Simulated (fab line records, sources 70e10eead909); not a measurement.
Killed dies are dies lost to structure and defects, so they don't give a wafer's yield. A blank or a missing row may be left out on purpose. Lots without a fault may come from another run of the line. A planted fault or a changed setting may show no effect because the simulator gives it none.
Tool commonality check | flow nand_harc | 13 lots, 39 wafers sampled

WHY IT WAS OPENED
At NHARC_A_ONON_D2_THK_MEAS_14 the reading thk_nm is flagged on 2 of 13 lots. Wafers without a fault read 1001 nm, standard deviation 11.
Rule: a lot is flagged when every wafer of it that has a number lies more than 4 standard deviations from that mean, or none has a number. The other lots count as sound.

lot  | measured     | on            | thk_nm (nm), wafer by wafer | flag
L504 | day 12 18:18 | film_metro-01 | 990 991 989                 |
L503 | day 12 18:22 | film_metro-02 | 1003 1004 1001              |
L505 | day 13 12:14 | film_metro-01 | 1012 1013 1012              |
L507 | day 14 00:53 | film_metro-02 | 1005 1005 1007              |
L506 | day 14 01:14 | film_metro-01 | 985 985 984                 |
L515 | day 17 20:49 | film_metro-02 | 1888 1886 1887              | FLAGGED
L518 | day 18 18:46 | film_metro-02 | 1868 1870 1869              | FLAGGED
L521 | day 19 21:07 | film_metro-01 | 1009 1011 1009              |
L522 | day 20 03:32 | film_metro-01 | 989 989 987                 |
L523 | day 20 23:02 | film_metro-02 | 1025 1022 1025              |
L525 | day 21 12:46 | film_metro-01 | 1013 1015 1014              |
L524 | day 21 12:57 | film_metro-01 | 989 989 991                 |
L526 | day 22 12:07 | film_metro-01 | 1003 1001 1000              |
The numbers of the flagged lots are 1878 nm on average: +877 nm against the usual, or +80 standard deviations.

WHICH TOOL RAN EACH LOT
The record holds 3 process steps before the reading, out of a route of 1302 steps. In each cell: the tool, then ch and the chambers that the sampled wafers went through, then the start.
lot  | flag    | NHARC_A_CHANNEL_FILL_D1_ETCHBACK_08           | NHARC_A_DECK1_JOINT_ETCHBACK_07  | NHARC_A_ONON_D2_DEP_12
L504 |         | rie_diel-13 ch 0,1,2, day 11 03:07 or earlier | rie_si-06 ch 0,1,2, day 11 03:07 | pecvd_onon-04 ch 0, day 12 17:47
L503 |         | rie_diel-09 ch 0,1,2, day 11 03:06 or earlier | rie_si-05 ch 1,3, day 11 03:06   | pecvd_onon-02 ch 0, day 12 17:52
L505 |         | rie_diel-13 ch 1,2, day 11 20:37 or earlier   | rie_si-05 ch 0,1,3, day 11 20:37 | pecvd_onon-01 ch 0, day 13 11:43
L507 |         | rie_diel-09 ch 1,2,3, day 12 13:19 or earlier | rie_si-05 ch 1,3, day 12 13:19   | pecvd_onon-01 ch 0, day 14 00:29
L506 |         | rie_diel-13 ch 0,2,3, day 12 13:29 or earlier | rie_si-04 ch 0,1,2, day 12 13:29 | pecvd_onon-01 ch 0, day 14 00:50
L515 | FLAGGED | rie_diel-09 ch 1,2, day 16 04:23 or earlier   | rie_si-06 ch 0,3, day 16 04:23   | pecvd_onon-01 ch 0, day 17 20:21
L518 | FLAGGED | rie_diel-09 ch 0,2,3, day 17 03:09 or earlier | rie_si-06 ch 2,3, day 17 03:09   | pecvd_onon-01 ch 0, day 18 18:22
L521 |         | rie_diel-13 ch 1,2,3, day 18 07:01 or earlier | rie_si-05 ch 2,3, day 18 07:01   | pecvd_onon-02 ch 0, day 19 20:43
L522 |         | rie_diel-11 ch 1,2,3, day 18 14:29 or earlier | rie_si-05 ch 0,1,3, day 18 14:29 | pecvd_onon-02 ch 0, day 20 03:05
L523 |         | rie_diel-13 ch 0,1,2, day 19 11:46 or earlier | rie_si-06 ch 0,1,3, day 19 11:46 | pecvd_onon-04 ch 0, day 20 22:40
L525 |         | rie_diel-09 ch 1,3, day 20 00:04 or earlier   | rie_si-05 ch 0,2,3, day 20 00:04 | pecvd_onon-02 ch 0, day 21 12:16
L524 |         | rie_diel-11 ch 0,2, day 20 00:04 or earlier   | rie_si-06 ch 1,3, day 20 00:04   | pecvd_onon-01 ch 0, day 21 12:30
L526 |         | rie_diel-13 ch 0,2, day 20 13:11 or earlier   | rie_si-04 ch 2,3, day 20 13:11   | pecvd_onon-02 ch 0, day 22 11:36
What these steps do:
- NHARC_A_CHANNEL_FILL_D1_ETCHBACK_08: etches the open film in C4F8, target depth 220 nm, time 110 s.
- NHARC_A_DECK1_JOINT_ETCHBACK_07: etches the open film in HBr, target depth 105 nm, time 26.9 s.
- NHARC_A_ONON_D2_DEP_12: target thk 1000 nm.
- NHARC_A_ONON_D2_THK_MEAS_14: measures by ellipsometry.

FLAGGED OVER TOTAL, TOOL BY TOOL (the gauges that took the reading come last)
step                                | tool          | lots run | flagged | share of the flagged lots | sound lots run after its first flagged lot
NHARC_A_CHANNEL_FILL_D1_ETCHBACK_08 | rie_diel-09   | 5        | 2       | all                       | 1 (L525)
NHARC_A_CHANNEL_FILL_D1_ETCHBACK_08 | rie_diel-11   | 2        | 0       | none                      | -
NHARC_A_CHANNEL_FILL_D1_ETCHBACK_08 | rie_diel-13   | 6        | 0       | none                      | -
NHARC_A_DECK1_JOINT_ETCHBACK_07     | rie_si-04     | 2        | 0       | none                      | -
NHARC_A_DECK1_JOINT_ETCHBACK_07     | rie_si-05     | 6        | 0       | none                      | -
NHARC_A_DECK1_JOINT_ETCHBACK_07     | rie_si-06     | 5        | 2       | all                       | 2 (L523,L524)
NHARC_A_ONON_D2_DEP_12              | pecvd_onon-01 | 6        | 2       | all                       | 1 (L524)
NHARC_A_ONON_D2_DEP_12              | pecvd_onon-02 | 5        | 0       | none                      | -
NHARC_A_ONON_D2_DEP_12              | pecvd_onon-04 | 2        | 0       | none                      | -
NHARC_A_ONON_D2_THK_MEAS_14         | film_metro-01 | 8        | 0       | none                      | -
NHARC_A_ONON_D2_THK_MEAS_14         | film_metro-02 | 5        | 2       | all                       | 1 (L523)
NHARC_A_CHANNEL_FILL_D1_ETCHBACK_08 gives no start for some lots, so the hours and the order of its lots are those of NHARC_A_DECK1_JOINT_ETCHBACK_07.

WHAT THE TABLE ALLOWS
4 rows of the table ran every flagged lot: rie_diel-09 at NHARC_A_CHANNEL_FILL_D1_ETCHBACK_08, rie_si-06 at NHARC_A_DECK1_JOINT_ETCHBACK_07, pecvd_onon-01 at NHARC_A_ONON_D2_DEP_12, film_metro-02 at NHARC_A_ONON_D2_THK_MEAS_14.
- rie_diel-09 at NHARC_A_CHANNEL_FILL_D1_ETCHBACK_08: 2 of its 5 lots flagged. Sound lots ran on it after the first flagged one (L525), which a lasting fault on the whole tool wouldn't allow.
- rie_si-06 at NHARC_A_DECK1_JOINT_ETCHBACK_07: 2 of its 5 lots flagged. Sound lots ran on it after the first flagged one (L523, L524), which a lasting fault on the whole tool wouldn't allow.
- pecvd_onon-01 at NHARC_A_ONON_D2_DEP_12: 2 of its 6 lots flagged. Sound lots ran on it after the first flagged one (L524), which a lasting fault on the whole tool wouldn't allow.
- film_metro-02 at NHARC_A_ONON_D2_THK_MEAS_14: 2 of its 5 lots flagged. Sound lots ran on it after the first flagged one (L523), which a lasting fault on the whole tool wouldn't allow.
No row of the table ran every flagged lot and no sound lot after the first.

WHAT THE SIMULATOR HAD PUT IN
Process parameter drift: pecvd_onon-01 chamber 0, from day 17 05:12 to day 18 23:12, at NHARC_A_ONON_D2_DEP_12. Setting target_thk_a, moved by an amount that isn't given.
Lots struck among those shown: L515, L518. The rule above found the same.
